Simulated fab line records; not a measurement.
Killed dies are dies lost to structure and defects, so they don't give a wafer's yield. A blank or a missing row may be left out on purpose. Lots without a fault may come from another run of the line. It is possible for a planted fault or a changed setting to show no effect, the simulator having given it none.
Chamber matching | flow n5-finfet | rie-diel-03 running N5_BEOL_M2_DESCUM_33: 4 sister chambers
The step chemistry O2, time 7 s. 20 wafers are shown with their chamber, then 10 later ones without.

== WAFERS PAIRED WITH THEIR CHAMBERS ==
wafer  | chamber | showerhead-plenum-p-Torr (Torr) | throttle-valve-pct (%) | oes-product-au (a.u.)
L074.2 | 2       | 2.07                            | 20.07                  | 0.94
L074.3 | 0       | 2.15                            | 20.63                  | 0.91
L074.4 | 1       | 1.97                            | 20.59                  | 0.69
L076.1 | 2       | 2.07                            | 20.09                  | 0.94
L076.2 | 3       | 2.23                            | 20.07                  | 0.96
L076.5 | 0       | 2.15                            | 20.64                  | 0.91
L077.1 | 1       | 1.97                            | 20.62                  | 0.69
L077.2 | 2       | 2.07                            | 20.09                  | 0.92
L077.3 | 3       | 2.22                            | 20.06                  | 0.95
L078.3 | 0       | 2.15                            | 20.66                  | 0.90
L078.5 | 0       | 2.15                            | 20.66                  | 0.90
L078.6 | 3       | 2.22                            | 20.06                  | 0.95
L080.2 | 2       | 2.06                            | 20.10                  | 0.91
L080.4 | 1       | 1.97                            | 20.61                  | 0.69
L080.5 | 2       | 2.06                            | 20.11                  | 0.91
L079.1 | 0       | 2.15                            | 20.66                  | 0.89
L079.4 | 1       | 1.97                            | 20.62                  | 0.69
L079.6 | 1       | 1.97                            | 20.61                  | 0.69
L083.2 | 1       | 1.97                            | 20.62                  | 0.69
L083.5 | 0       | 2.15                            | 20.66                  | 0.89

SIGNATURES (averages over the wafers above)
reading                  | chamber 0 | chamber 1 | chamber 2 | chamber 3 | scatter within a chamber
showerhead-plenum-p-Torr | 2.1500    | 1.9700    | 2.0660    | 2.2233    | 0.00342
throttle-valve-pct       | 20.6517   | 20.6117   | 20.0920   | 20.0633   | 0.0125
oes-product-au           | 0.9000    | 0.6900    | 0.9240    | 0.9533    | 0.00931
Rule: distance of a wafer from a chamber = root of the sum over the readings of ((wafer's reading minus chamber's mean) / reading's scatter) squared. The wafer belongs to the nearest chamber; if the next one is less than 2 further off, it can't be placed. The scatter: the root of (the sum of the squares of (reading less its chamber's mean) over the shown wafers, divided by (wafers less chambers)).

== WAFERS MISSING THEIR CHAMBER ==
wafer  | showerhead-plenum-p-Torr (Torr) | throttle-valve-pct (%) | oes-product-au (a.u.)
L083.6 | 2.22                            | 20.09                  | 0.92
L088.2 | 2.14                            | 20.68                  | 0.86
L088.5 | 2.22                            | 20.12                  | 0.89
L088.6 | 2.14                            | 20.69                  | 0.87
L089.2 | 2.21                            | 20.10                  | 0.89
L089.3 | 2.06                            | 20.15                  | 0.88
L089.6 | 1.96                            | 20.66                  | 0.67
L093.1 | 2.05                            | 20.15                  | 0.85
L093.3 | 2.14                            | 20.71                  | 0.84
L093.5 | 2.14                            | 20.70                  | 0.84

== CHAMBER TAKEN BY EACH ==
wafer  | from the rows above | in truth
L083.6 | 3                   | 3
L088.2 | 0                   | 0
L088.5 | 3                   | 3
L088.6 | 0                   | 0
L089.2 | 3                   | 3
L089.3 | 2                   | 2
L089.6 | 1                   | 1
L093.1 | 2                   | 2
L093.3 | 0                   | 0
L093.5 | 0                   | 0
Correct placement for 10 of the 10. Left unplaced by these rows: 0. Number placed wrongly: 0.
